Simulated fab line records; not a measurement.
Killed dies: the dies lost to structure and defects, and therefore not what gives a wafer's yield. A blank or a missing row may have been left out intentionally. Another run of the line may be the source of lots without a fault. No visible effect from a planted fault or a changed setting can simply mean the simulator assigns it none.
Which tool did it? -- flow n5-finfet -- 24 lots with 72 wafers sampled at 6 steps, on a route of 1938 steps

WHAT EACH GAUGE READ, for each wafer
N5_MOL_CONTACT_COAG_THK_MEAS_29. Usual: MD_CAP_THK typically reads 17.91 nm, with standard deviation 0.1.
lot,measured,on,MD_CAP_THK (nm),flag
L074,day 5 03:55,film-metro-01,17.91 17.91 17.86,
L075,day 5 13:04,film-metro-01,18.09 17.92 17.81,
L076,day 5 19:20,film-metro-01,17.88 17.94 17.84,
L077,day 5 23:00,film-metro-02,17.83 17.95 17.98,
L078,day 6 09:49,film-metro-01,17.97 17.82 18.01,
L079,day 6 12:05,film-metro-02,17.86 17.70 17.69,
L080,day 6 15:08,film-metro-02,17.78 17.90 17.72,
L081,day 7 05:39,film-metro-01,17.81 17.77 17.87,
L082,day 7 07:14,film-metro-02,18.20 17.92 18.20,
L083,day 7 08:46,film-metro-01,17.91 17.98 17.94,
L084,day 7 11:26,film-metro-01,17.82 17.69 17.75,
L085,day 8 00:23,film-metro-02,17.94 17.91 17.97,
L086,day 8 11:01,film-metro-02,18.03 18.10 18.22,
L087,day 8 14:58,film-metro-02,17.81 17.83 18.01,
L088,day 8 21:14,film-metro-01,17.95 17.94 17.93,
L089,day 8 23:25,film-metro-01,17.78 17.89 17.90,
L090,day 9 07:56,film-metro-02,17.69 17.75 17.82,
L091,day 9 07:38,film-metro-02,17.94 17.89 18.05,
L092,day 9 14:34,film-metro-02,17.83 17.91 17.86,
L093,day 9 23:07,film-metro-02,18.00 17.82 17.88,
L094,day 10 08:17,film-metro-02,17.88 17.96 17.87,
L095,day 10 08:33,film-metro-02,17.77 17.99 17.93,
L097,day 10 20:19,film-metro-01,17.98 17.91 17.97,
L096,day 10 20:21,film-metro-02,17.83 17.93 18.02,

EACH LOT AND THE TOOL THAT RAN IT (in order: tool; ch and the chambers of the sampled wafers; start)
lot,N5_GATE_CUT_STRIP_21,N5_GATE_CUT_CMP_43,N5_MOL_CONTACT_COAG_DESCUM_13,N5_MOL_CONTACT_COAG_ETCH_59,N5_MOL_CONTACT_COAG_ETCH_106
L074,"plasma-asher-01 ch 0,1, day 4 10:52","cmp-03 ch 1,2, day 4 12:55","rie-diel-01 ch 1,2, day 4 14:13","rie-diel-01 ch 1,2, day 4 14:15","rie-diel-01 ch 1,2, day 4 14:18"
L075,"plasma-asher-01 ch 0,1, day 4 20:35","cmp-03 ch 0,1,3, day 5 02:14","rie-diel-03 ch 0,3, day 5 03:22","rie-diel-03 ch 0,3, day 5 03:24","rie-diel-03 ch 0,3, day 5 03:27"
L076,"plasma-asher-01 ch 0,1, day 5 05:37","cmp-02 ch 2,3, day 5 09:17","rie-diel-03 ch 0,3, day 5 11:21","rie-diel-03 ch 0,3, day 5 11:23","rie-diel-03 ch 0,3, day 5 11:26"
L077,"plasma-asher-02 ch 1, day 5 12:43","cmp-02 ch 0,1, day 5 14:41","rie-diel-01 ch 2,3, day 5 15:49","rie-diel-01 ch 2,3, day 5 15:52","rie-diel-01 ch 2,3, day 5 15:54"
L078,"plasma-asher-01 ch 1, day 5 21:11","cmp-01 ch 0,1,3, day 5 23:10","rie-diel-05 ch 0,1,2, day 6 00:25","rie-diel-05 ch 0,1,2, day 6 00:27","rie-diel-05 ch 0,1,2, day 6 00:30"
L079,"plasma-asher-01 ch 0,1, day 5 22:53","cmp-01 ch 0,1,3, day 6 00:50","rie-diel-01 ch 0,2, day 6 01:58","rie-diel-01 ch 0,2, day 6 01:59","rie-diel-01 ch 0,2, day 6 02:02"
L080,"plasma-asher-02 ch 0,1, day 6 03:16","cmp-03 ch 0,1,3, day 6 05:31","rie-diel-01 ch 1,2,3, day 6 06:37","rie-diel-01 ch 1,2,3, day 6 06:39","rie-diel-01 ch 1,2,3, day 6 06:42"
L081,"plasma-asher-01 ch 0,1, day 6 18:40","cmp-02 ch 0,2,3, day 6 20:38","rie-diel-05 ch 0,2, day 6 21:53","rie-diel-05 ch 0,2, day 6 21:55","rie-diel-05 ch 0,2, day 6 21:58"
L082,"plasma-asher-01 ch 0, day 6 19:15","cmp-02 ch 1,3, day 6 21:29","rie-diel-01 ch 0,1, day 6 22:55","rie-diel-01 ch 0,1, day 6 22:57","rie-diel-01 ch 0,1, day 6 23:00"
L083,"plasma-asher-02 ch 0, day 6 22:21","cmp-02 ch 0,2,3, day 7 00:28","rie-diel-03 ch 0,1, day 7 01:50","rie-diel-03 ch 0,1, day 7 01:53","rie-diel-03 ch 0,1, day 7 01:55"
L084,"plasma-asher-02 ch 0,1, day 7 01:02","cmp-02 ch 0,1,2, day 7 03:01","rie-diel-03 ch 0,1, day 7 04:30","rie-diel-03 ch 0,1, day 7 04:32","rie-diel-03 ch 0,1, day 7 04:35"
L085,"plasma-asher-02 ch 0,1, day 7 14:14","cmp-03 ch 0,1,2, day 7 16:21","rie-diel-03 ch 0,1, day 7 17:37","rie-diel-03 ch 0,1, day 7 17:39","rie-diel-03 ch 0,1, day 7 17:42"
L086,"plasma-asher-02 ch 0,1, day 7 22:14","cmp-01 ch 0,1,2, day 8 01:53","rie-diel-05 ch 2,3, day 8 03:04","rie-diel-05 ch 2,3, day 8 03:05","rie-diel-05 ch 2,3, day 8 03:08"
L087,"plasma-asher-02 ch 0,1, day 8 02:26","cmp-02 ch 1,3, day 8 04:29","rie-diel-05 ch 1,2,3, day 8 05:40","rie-diel-05 ch 1,2,3, day 8 05:42","rie-diel-05 ch 1,2,3, day 8 05:44"
L088,"plasma-asher-02 ch 0,1, day 8 08:00","cmp-01 ch 2,3, day 8 10:03","rie-diel-03 ch 1,3, day 8 11:08","rie-diel-03 ch 1,3, day 8 11:11","rie-diel-03 ch 1,3, day 8 11:14"
L089,"plasma-asher-01 ch 1, day 8 10:40","cmp-01 ch 0,1,3, day 8 12:44","rie-diel-01 ch 1,2, day 8 14:22","rie-diel-01 ch 1,2, day 8 14:23","rie-diel-01 ch 1,2, day 8 14:26"
L090,"plasma-asher-01 ch 0,1, day 8 16:28","cmp-02 ch 1,2,3, day 8 19:17","rie-diel-01 ch 0,1, day 8 21:56","rie-diel-01 ch 0,1, day 8 21:58","rie-diel-01 ch 0,1, day 8 22:01"
L091,"plasma-asher-01 ch 0, day 8 18:32","cmp-02 ch 2,3, day 8 20:36","rie-diel-03 ch 0,1,3, day 8 22:40","rie-diel-03 ch 0,1,3, day 8 22:42","rie-diel-03 ch 0,1,3, day 8 22:45"
L092,"plasma-asher-01 ch 0,1, day 9 02:55","cmp-03 ch 0,3, day 9 04:53","rie-diel-03 ch 0,1, day 9 06:09","rie-diel-03 ch 0,1, day 9 06:11","rie-diel-03 ch 0,1, day 9 06:14"
L093,"plasma-asher-01 ch 0,1, day 9 09:02","cmp-02 ch 0,3, day 9 10:59","rie-diel-01 ch 0,2, day 9 12:14","rie-diel-01 ch 0,2, day 9 12:16","rie-diel-01 ch 0,2, day 9 12:19"
L094,"plasma-asher-01 ch 0,1, day 9 17:43","cmp-01 ch 2,3, day 9 19:46","rie-diel-01 ch 0,3, day 9 21:37","rie-diel-01 ch 0,3, day 9 21:40","rie-diel-01 ch 0,3, day 9 21:42"
L095,"plasma-asher-02 ch 0,1, day 9 19:35","cmp-01 ch 2,3, day 9 21:43","rie-diel-05 ch 0,1,2, day 9 22:47","rie-diel-05 ch 0,1,2, day 9 22:49","rie-diel-05 ch 0,1,2, day 9 22:52"
L097,"plasma-asher-01 ch 0,1, day 10 09:41","cmp-01 ch 0,2,3, day 10 11:43","rie-diel-01 ch 1,2, day 10 12:47","rie-diel-01 ch 1,2, day 10 12:49","rie-diel-01 ch 1,2, day 10 12:52"
L096,"plasma-asher-02 ch 0,1, day 10 10:10","cmp-02 ch 0,1,2, day 10 12:11","rie-diel-03 ch 0,2,3, day 10 13:19","rie-diel-03 ch 0,2,3, day 10 13:22","rie-diel-03 ch 0,2,3, day 10 13:25"
- N5_GATE_CUT_STRIP_21: strips in N2/H2, time 30 s.
- N5_GATE_CUT_CMP_43: polishes SiO2.
- N5_MOL_CONTACT_COAG_DESCUM_13: chemistry O2, time 7 s.
- N5_MOL_CONTACT_COAG_ETCH_59: etches underlayer in N2/H2, target depth 13 nm, time 10.4 s.
- N5_MOL_CONTACT_COAG_ETCH_106: etches SOC in N2/H2, target depth 80 nm, overetch 16 nm, time 120 s.

WHAT THE TOOLS THEMSELVES READ (means of the sampled wafers that have a number; where no wafer has one, the mark that the record gives instead)
N5_GATE_CUT_STRIP_21. Usual: drypump-motor-current-A 5.5 A, standard deviation 0.46; heater-power-w 327 W, standard deviation 27.
lot,tool,drypump-motor-current-A (A),heater-power-w (W),flag
L074,plasma-asher-01,5.4,332,
L075,plasma-asher-01,5.7,309,
L076,plasma-asher-01,5.4,331,
L077,plasma-asher-02,5.6,335,
L078,plasma-asher-01,4.9,355,
L079,plasma-asher-01,5.4,332,
L080,plasma-asher-02,5.6,336,
L081,plasma-asher-01,5.8,310,
L082,plasma-asher-01,6.2,287,
L083,plasma-asher-02,5.5,331,
L084,plasma-asher-02,5.5,339,
L085,plasma-asher-02,5.6,336,
L086,plasma-asher-02,5.6,330,
L087,plasma-asher-02,5.5,330,
L088,plasma-asher-02,5.5,331,
L089,plasma-asher-01,5.0,357,
L090,plasma-asher-01,5.4,334,
L091,plasma-asher-01,6.1,285,
L092,plasma-asher-01,5.8,314,
L093,plasma-asher-01,5.4,331,
L094,plasma-asher-01,5.8,308,
L095,plasma-asher-02,5.6,337,
L097,plasma-asher-01,5.3,335,
L096,plasma-asher-02,5.5,337,

N5_GATE_CUT_CMP_43. Usual: motor-current-A 12.0 A, standard deviation 1.2; slurry-filter-dp-kPa 13.51 kPa, standard deviation 0.11.
lot,tool,motor-current-A (A),slurry-filter-dp-kPa (kPa),flag
L074,cmp-03,11.9,13.58,
L075,cmp-03,12.6,13.52,
L076,cmp-02,11.4,13.44,
L077,cmp-02,11.3,13.45,
L078,cmp-01,12.4,13.51,
L079,cmp-01,12.2,13.47,
L080,cmp-03,12.5,13.41,
L081,cmp-02,11.9,13.48,
L082,cmp-02,11.3,13.47,
L083,cmp-02,11.7,13.49,
L084,cmp-02,12.0,13.49,
L085,cmp-03,12.5,13.43,
L086,cmp-01,12.5,13.52,
L087,cmp-02,11.4,13.44,
L088,cmp-01,12.2,13.61,
L089,cmp-01,12.4,13.49,
L090,cmp-02,11.7,13.54,
L091,cmp-02,11.5,13.46,
L092,cmp-03,12.4,13.65,
L093,cmp-02,11.1,13.54,
L094,cmp-01,12.0,13.49,
L095,cmp-01,11.5,13.51,
L097,cmp-01,11.5,13.42,
L096,cmp-02,11.6,13.49,

N5_MOL_CONTACT_COAG_DESCUM_13. Usual: drypump-motor-current-A 5.7 A, standard deviation 0.34; oes-product-au 0.80 a.u., standard deviation 0.093; rf-vpp-V 243.3 V, standard deviation 1.4; showerhead-plenum-p-Torr 2.10 Torr, standard deviation 0.082; throttle-valve-pct 20.45 %, standard deviation 0.19.
lot,tool,drypump-motor-current-A (A),oes-product-au (a.u.),rf-vpp-V (V),showerhead-plenum-p-Torr (Torr),throttle-valve-pct (%),flag
L074,rie-diel-01,6.0,0.79,244.3,2.20,20.41,
L075,rie-diel-03,5.6,0.78,244.6,2.16,20.61,
L076,rie-diel-03,5.6,0.78,243.3,2.16,20.61,
L077,rie-diel-01,5.8,0.68,243.2,2.08,20.52,
L078,rie-diel-05,5.8,0.88,242.6,2.09,20.35,
L079,rie-diel-01,6.2,0.77,243.5,2.10,20.39,
L080,rie-diel-01,5.7,0.73,243.3,2.11,20.50,
L081,rie-diel-05,5.8,0.81,242.5,2.05,20.35,
L082,rie-diel-01,6.1,0.80,244.8,2.14,20.40,
L083,rie-diel-03,5.4,0.71,242.6,2.04,20.64,
L084,rie-diel-03,5.5,0.72,243.4,2.11,20.73,
L085,rie-diel-03,5.5,0.71,242.6,2.10,20.74,
L086,rie-diel-05,5.6,0.93,243.3,2.04,20.60,
L087,rie-diel-05,5.7,0.92,243.5,2.07,20.47,
L088,rie-diel-03,5.5,0.75,242.5,2.02,20.50,
L089,rie-diel-01,6.1,0.90,243.6,2.15,20.33,
L090,rie-diel-01,6.0,0.78,244.9,2.17,20.43,
L091,rie-diel-03,5.5,0.75,243.0,2.08,20.58,
L092,rie-diel-03,5.4,0.71,241.7,2.03,20.67,
L093,rie-diel-01,6.2,0.82,244.6,2.09,20.37,
L094,rie-diel-01,5.8,0.82,244.5,2.13,20.33,
L095,rie-diel-05,5.8,0.85,243.4,2.08,20.38,
L097,rie-diel-01,6.0,0.82,243.7,2.18,20.41,
L096,rie-diel-03,5.6,0.74,244.1,2.08,20.53,

N5_MOL_CONTACT_COAG_ETCH_59. Usual: drypump-motor-current-A 5.7 A, standard deviation 0.34; etch-rf-on-time-s 10.1 s, standard deviation 0.34; oes-product-au 0.69 a.u., standard deviation 0.082; rf-vpp-V 524.1 V, standard deviation 2.6; showerhead-plenum-p-Torr 2.54 Torr, standard deviation 0.093; throttle-valve-pct 17.85 %, standard deviation 0.25.
lot,tool,drypump-motor-current-A (A),etch-rf-on-time-s (s),oes-product-au (a.u.),rf-vpp-V (V),showerhead-plenum-p-Torr (Torr),throttle-valve-pct (%),flag
L074,rie-diel-01,6.0,10.7,0.67,526.9,2.65,17.72,
L075,rie-diel-03,5.5,9.8,0.68,526.2,2.62,18.00,
L076,rie-diel-03,5.6,9.9,0.67,526.4,2.62,18.00,
L077,rie-diel-01,5.9,10.7,0.58,523.6,2.53,18.01,
L078,rie-diel-05,5.8,10.2,0.76,522.5,2.54,17.80,
L079,rie-diel-01,6.2,10.2,0.68,524.7,2.56,17.86,
L080,rie-diel-01,5.7,10.6,0.61,524.2,2.55,17.88,
L081,rie-diel-05,5.8,10.1,0.71,522.8,2.52,17.99,
L082,rie-diel-01,6.1,10.0,0.70,525.1,2.58,17.73,
L083,rie-diel-03,5.4,10.0,0.62,522.0,2.46,17.97,
L084,rie-diel-03,5.5,9.9,0.62,524.2,2.54,18.08,
L085,rie-diel-03,5.5,9.9,0.61,524.4,2.54,18.11,
L086,rie-diel-05,5.7,9.8,0.82,521.9,2.50,18.21,
L087,rie-diel-05,5.7,10.0,0.79,524.2,2.52,17.88,
L088,rie-diel-03,5.5,9.9,0.65,521.2,2.45,17.81,
L089,rie-diel-01,6.1,10.3,0.76,526.6,2.61,17.69,
L090,rie-diel-01,6.0,10.5,0.67,526.4,2.61,17.72,
L091,rie-diel-03,5.5,10.0,0.65,522.8,2.52,17.94,
L092,rie-diel-03,5.4,10.1,0.60,522.8,2.45,18.02,
L093,rie-diel-01,6.2,10.0,0.71,524.5,2.55,17.81,
L094,rie-diel-01,5.8,10.1,0.72,526.0,2.59,17.76,
L095,rie-diel-05,5.8,10.2,0.72,523.3,2.53,17.85,
L097,rie-diel-01,6.0,10.6,0.69,526.6,2.63,17.69,
L096,rie-diel-03,5.6,10.0,0.64,524.3,2.54,18.00,

N5_MOL_CONTACT_COAG_ETCH_106. Usual: drypump-motor-current-A 5.7 A, standard deviation 0.34; oes-product-au 0.71 a.u., standard deviation 0.079; rf-vpp-V 524.3 V, standard deviation 2.7; showerhead-plenum-p-Torr 2.54 Torr, standard deviation 0.093; throttle-valve-pct 17.83 %, standard deviation 0.25.
lot,tool,drypump-motor-current-A (A),oes-product-au (a.u.),rf-vpp-V (V),showerhead-plenum-p-Torr (Torr),throttle-valve-pct (%),flag
L074,rie-diel-01,6.0,0.71,526.8,2.65,17.70,
L075,rie-diel-03,5.5,0.69,527.7,2.62,17.95,
L076,rie-diel-03,5.6,0.69,526.3,2.62,17.97,
L077,rie-diel-01,5.8,0.62,523.9,2.53,17.99,
L078,rie-diel-05,5.8,0.78,523.7,2.54,17.79,
L079,rie-diel-01,6.2,0.70,524.6,2.56,17.84,
L080,rie-diel-01,5.8,0.65,524.6,2.55,17.85,
L081,rie-diel-05,5.8,0.72,523.2,2.52,17.96,
L082,rie-diel-01,6.1,0.72,525.1,2.58,17.70,
L083,rie-diel-03,5.4,0.64,522.8,2.46,17.94,
L084,rie-diel-03,5.5,0.64,524.3,2.54,18.06,
L085,rie-diel-03,5.5,0.63,523.7,2.54,18.07,
L086,rie-diel-05,5.6,0.82,522.9,2.50,18.19,
L087,rie-diel-05,5.6,0.81,522.9,2.52,17.86,
L088,rie-diel-03,5.5,0.67,521.5,2.45,17.79,
L089,rie-diel-01,6.1,0.80,526.2,2.61,17.67,
L090,rie-diel-01,6.0,0.70,526.3,2.62,17.69,
L091,rie-diel-03,5.5,0.66,523.5,2.52,17.92,
L092,rie-diel-03,5.5,0.62,522.0,2.45,17.98,
L093,rie-diel-01,6.2,0.74,524.7,2.55,17.78,
L094,rie-diel-01,5.9,0.74,525.5,2.59,17.73,
L095,rie-diel-05,5.8,0.75,523.6,2.53,17.82,
L097,rie-diel-01,6.0,0.73,526.3,2.63,17.67,
L096,rie-diel-03,5.6,0.66,524.2,2.54,17.95,

THE ANSWER, worked out from the rows above alone
Rule: lot off if the mean of its wafers having a number is beyond 3 standard deviations from the usual mean. Also off: a lot with no number at a reading for which 4 or more lots have one. Where the step has rows for the other lots, those lots are counted as sound. Order of review: gauges by route order, followed by the tools' own readings, for which a lot's mean as printed above is used. The first step at which some lot is off is used, and at that step the reading that is off furthest; a lot without a number counts as furthest.
Nothing can be told from this: no lot is off at any reading shown.

WHAT WAS PUT IN BY THE SIMULATOR
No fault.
